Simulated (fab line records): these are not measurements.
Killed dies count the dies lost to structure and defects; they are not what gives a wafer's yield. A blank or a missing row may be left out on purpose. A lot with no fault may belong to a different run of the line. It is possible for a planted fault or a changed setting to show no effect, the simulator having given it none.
Split-lot study    flow n5_finfet    route with 1938 steps; 7 lots, 39 wafers read

ABOUT THE SPLIT
At N5_PASSIVATION_PECVD_35 (deposits SiNx from SiH4/NH3/N2, target thk 700 nm, time 151.3 s), the setting time_s was moved away from the recipe's 151.3 s on 18 of the 39 wafers read, by -56.5% to +24.2%. For the rest of the wafers, this setting stayed at what the recipe calls for.

The reading comes from the split's own step.

THE READING
SiNx_of_PASSIVATION_PECVD_35.thk_nm (the simulator's own value, which no gauge read), in nm, at N5_PASSIVATION_PECVD_35 (deposits SiNx from SiH4/NH3/N2, target thk 700 nm, time 151.3 s). The file gives no usual value for it. Here, 21 wafers ran the recipe; their average is 703.5 nm with a standard deviation of 9.1 nm.

wafer   tool, chamber at the split  time_s as run, s  against the recipe  SiNx_of_PASSIVATION_PECVD_35.thk_nm, nm  against lot-mates on the recipe
L074.1  pecvd-04, 1                 181.4             +19.9%              832.8                                    +121.9
L074.2  pecvd-04, 0                 151.3             recipe              711                                      -
L074.3  pecvd-04, 2                 181.4             +19.9%              842.6                                    +131.7
L074.4  pecvd-04, 0                 181.4             +19.9%              860.6                                    +149.7
L074.5  pecvd-04, 1                 151.3             recipe              709.6                                    -
L074.6  pecvd-04, 2                 151.3             recipe              712                                      -
L080.1  pecvd-01, 2                 151.3             recipe              684.6                                    -
L080.2  pecvd-01, 0                 151.3             recipe              690                                      -
L080.3  pecvd-01, 1                 151.3             recipe              681.2                                    -
L080.4  pecvd-01, 0                 65.77             -56.5%              303.4                                    -381.9
L080.5  pecvd-01, 1                 65.77             -56.5%              300                                      -385.3
L080.6  pecvd-01, 2                 65.77             -56.5%              296.6                                    -388.7
L086.2  pecvd-04, 1                 151.3             recipe              697.2                                    -
L086.3  pecvd-04, 0                 151.3             recipe              708.6                                    -
L086.6  pecvd-04, 0                 151.3             recipe              712.8                                    -
L090.1  pecvd-03, 0                 151.3             recipe              703.8                                    -
L090.2  pecvd-03, 2                 151.3             recipe              702.4                                    -
L090.3  pecvd-03, 1                 184.8             +22.1%              852                                      +148.4
L090.4  pecvd-03, 0                 184.8             +22.1%              875.6                                    +172.0
L090.5  pecvd-03, 1                 184.8             +22.1%              869                                      +165.4
L090.6  pecvd-03, 2                 151.3             recipe              704.6                                    -
L095.1  pecvd-01, 0                 86.76             -42.7%              405                                      -302.5
L095.2  pecvd-01, 1                 86.76             -42.7%              401.4                                    -306.1
L095.3  pecvd-01, 2                 151.3             recipe              699.6                                    -
L095.4  pecvd-01, 2                 151.3             recipe              712.4                                    -
L095.5  pecvd-01, 0                 86.76             -42.7%              402.2                                    -305.3
L095.6  pecvd-01, 1                 151.3             recipe              710.6                                    -
L093.1  pecvd-04, 0                 151.3             recipe              697                                      -
L093.2  pecvd-04, 1                 127.4             -15.8%              592.8                                    -113.4
L093.3  pecvd-04, 2                 127.4             -15.8%              586.6                                    -119.6
L093.4  pecvd-04, 0                 151.3             recipe              713                                      -
L093.5  pecvd-04, 1                 151.3             recipe              708.6                                    -
L093.6  pecvd-04, 2                 127.4             -15.8%              605.8                                    -100.4
L097.1  pecvd-01, 1                 151.3             recipe              699                                      -
L097.2  pecvd-01, 2                 187.9             +24.2%              866.4                                    +161.5
L097.3  pecvd-01, 0                 187.9             +24.2%              855.6                                    +150.7
L097.4  pecvd-01, 2                 151.3             recipe              710.4                                    -
L097.5  pecvd-01, 0                 151.3             recipe              705.4                                    -
L097.6  pecvd-01, 1                 187.9             +24.2%              882.6                                    +177.7

FIT RESULTS
A straight line over all 39 wafers: SiNx_of_PASSIVATION_PECVD_35.thk_nm changes by +7.09 nm for each +1% of time_s; r = +1.00; the points scatter about the line by 9.5 nm.
The same after taking each lot's own level away (the mean of its wafers on the recipe; 39 wafers): +6.94 nm for each +1%; r = +1.00; scatter 8.1 nm.
The reading moves by 3.9e+02 nm for the largest change in time_s, on that fit.
Measured against the standard deviation above, the lots' own levels, which go from 685.27 to 710.87 nm, span 2.8 times it.
The two slopes agree, so the slope changes little with the lot-to-lot level.
Check: for one of the wafers moved furthest among these (-56.5%), held out of the fit, the line's prediction against its lot-mates is -395 nm. It came out at -382 nm against them.

THESE WAFERS: OTHER SPLITS
Note: prior to the reading, these wafers also went through further splits. Each is held against what the fit with the lots' levels taken away leaves over:
other split on the same wafers       wafers away from the commonest value  r with SiNx_of_PASSIVATION_PECVD_35.thk_nm (lot level and that fit taken away)
N5_BEOL_M12_ILD_DEP_00 target_thk_a  18                                    -0.01
N5_BEOL_M15_DEP_53 target_thk_a      9                                     -0.21

THE FILE'S OWN FIT
SiNx_of_PASSIVATION_PECVD_35.thk_nm changes by +6.94 nm for each +1% of time_s, r = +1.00.
